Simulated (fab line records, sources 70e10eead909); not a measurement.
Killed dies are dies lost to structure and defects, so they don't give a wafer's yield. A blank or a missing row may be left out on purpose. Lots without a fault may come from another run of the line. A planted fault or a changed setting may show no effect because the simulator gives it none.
A struck lot beside a sound one | flow nand_harc | 14 steps out of a route of 1302
Sound: wafers L609.3, L609.4, L609.5. Struck: wafers L614.1, L614.4, L614.5. The cause comes at the end.
At each step with rows: each side's tool, then ch and its chambers, then its first start. Under that, the readings that differ: sound wafers | struck wafers | difference of the means | sigmas: that difference in standard deviations of wafers without a fault.
alike: readings whose means differ by less than 2 such deviations, and words and numbers that are the same on both sides. not compared: withheld readings, readings that some wafer has no value for, bounds like >300 that may hide the same value, and numbers for which the record gives no deviation and whose values overlap.
The two part at a step that has a row with sigmas, a row that says differs or no value, or rows on one side only. Numbers that don't overlap but have no deviation are shown without sigmas and don't part them. A reading that every wafer of one side lacks parts them only if that side has two wafers or more.

NHARC_A_ONON_D2_THK_MEAS_14: measures by ellipsometry.
  sound on film_metro-01, day 16 22:04; struck on film_metro-01, day 19 04:35
  alike: thk_nm
then, 2 steps without rows for these wafers: NHARC_A_ONON_D2_ANNEAL_15 (time 3600 s); NHARC_A_ONON_D2_DEP_16 (target thk 1000 nm).
NHARC_A_ONON_D2_THK_MEAS_18: measures by ellipsometry.
  sound on film_metro-02, day 17 05:41; struck on film_metro-01, day 19 12:19
  alike: thk_nm
then, 1 step without rows for these wafers: NHARC_A_ONON_D2_DEP_19 (target thk 1000 nm).
NHARC_A_ONON_D2_THK_MEAS_21: measures by ellipsometry.
  sound on film_metro-01, day 17 06:14; struck on film_metro-01, day 19 12:52
  alike: thk_nm
then, 1 step without rows for these wafers: NHARC_A_ONON_D2_DEP_22 (target thk 1000 nm).
NHARC_A_ONON_D2_THK_MEAS_24: measures by ellipsometry.
  sound on film_metro-01, day 17 06:48; struck on film_metro-01, day 19 13:26
  alike: thk_nm
then, 1 step without rows for these wafers: NHARC_A_ONON_D2_DEP_25 (target thk 1000 nm).
NHARC_A_ONON_D2_THK_MEAS_27: measures by ellipsometry.
  sound on film_metro-02, day 17 07:22; struck on film_metro-01, day 19 14:00
  alike: thk_nm
then, 1 step without rows for these wafers: NHARC_A_ONON_D2_DEP_28 (target thk 1000 nm).
NHARC_A_ONON_D2_THK_MEAS_30: measures by ellipsometry.
  sound on film_metro-02, day 17 07:56; struck on film_metro-02, day 19 14:34
  alike: thk_nm
NHARC_A_ONON_D2_DEP_33: deposits SiO2, target thk 200 nm.
  sound on pecvd-04 ch 0,1,2, day 17 07:59; struck on pecvd-02 ch 0,1,2, day 19 14:38
  reading              | sound             | struck               | difference | sigmas
  heater_power_w (W)   | 556 625 659       | 367 521 367          | -195       | -2
  rf_fwd_power_W (W)   | 898.7 898.5 895.7 | 1260.5 1263.6 1257.7 | +363.0     | +99 or more
  showerhead_vpp_V (V) | 1793 1844 1900    | 2334 2039 2146       | +327       | +4
  alike: throttle_valve_pct
NHARC_A_ONON_D2_THK_MEAS_34: measures by ellipsometry.
  sound on film_metro-01, day 17 08:25; struck on film_metro-02, day 19 15:03
  reading     | sound       | struck      | difference | sigmas
  thk_nm (nm) | 199 200 201 | 220 224 224 | +23        | +7

WHERE THEY PART
First at NHARC_A_ONON_D2_DEP_33; last, within this record, at NHARC_A_ONON_D2_THK_MEAS_34.

WHY: what the simulator had put in
Process parameter drift: pecvd-02, from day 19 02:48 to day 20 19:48, at NHARC_A_ONON_D2_DEP_33. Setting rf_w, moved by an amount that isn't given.
